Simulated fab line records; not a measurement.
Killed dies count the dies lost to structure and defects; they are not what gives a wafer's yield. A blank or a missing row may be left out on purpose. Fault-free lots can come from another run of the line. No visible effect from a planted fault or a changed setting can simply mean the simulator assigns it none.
Chamber matching -- flow n5Finfet -- 4 sister chambers for N5_BEOL_M11_ETCH_65 on rieDiel-01
The step etches SiARC in CF4, target depth 39 nm, time 65 s. 4 wafers are shown with their chamber, then 10 later ones without.

== WAFERS PAIRED WITH THEIR CHAMBERS ==
wafer,chamber,showerheadPlenumPTorr (Torr)
L087.2,2,2.07
L087.3,3,2.06
L091.1,1,2.04
L091.2,0,2.21

== WAFERS WITH NO CHAMBER GIVEN ==
wafer,showerheadPlenumPTorr (Torr)
L091.6,2.07
L097.1,2.21
L097.2,2.05
L097.3,2.04
L097.4,2.07
L097.5,2.07
L097.6,2.05
L094.1,2.07
L094.4,2.05
L094.6,2.07

== CHAMBER TAKEN BY EACH ==
wafer,from the rows above,in truth
L091.6,can't be placed: 2 or 3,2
L097.1,0,0
L097.2,can't be placed: 1 or 3 or 2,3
L097.3,1,1
L097.4,can't be placed: 2 or 3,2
L097.5,can't be placed: 2 or 3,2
L097.6,can't be placed: 1 or 3 or 2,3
L094.1,can't be placed: 2 or 3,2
L094.4,can't be placed: 1 or 3 or 2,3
L094.6,can't be placed: 2 or 3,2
Placed correctly: 2 of 10. These rows do not allow placing 8 (true chamber among the candidates in 8). 0 placed wrongly.
How it was worked out, from the rows above alone: a wafer's distance from a chamber is the root of the sum, over the readings, of the square of ((its reading less the chamber's mean) divided by the reading's scatter). The wafer belongs to the nearest chamber; if the next one is less than 2 further off, it can't be placed. Each chamber's mean is taken over the wafers shown for it. The scatter: with one shown wafer a chamber, the root of the mean of the squares of how far each hidden wafer lies from its nearest shown one.
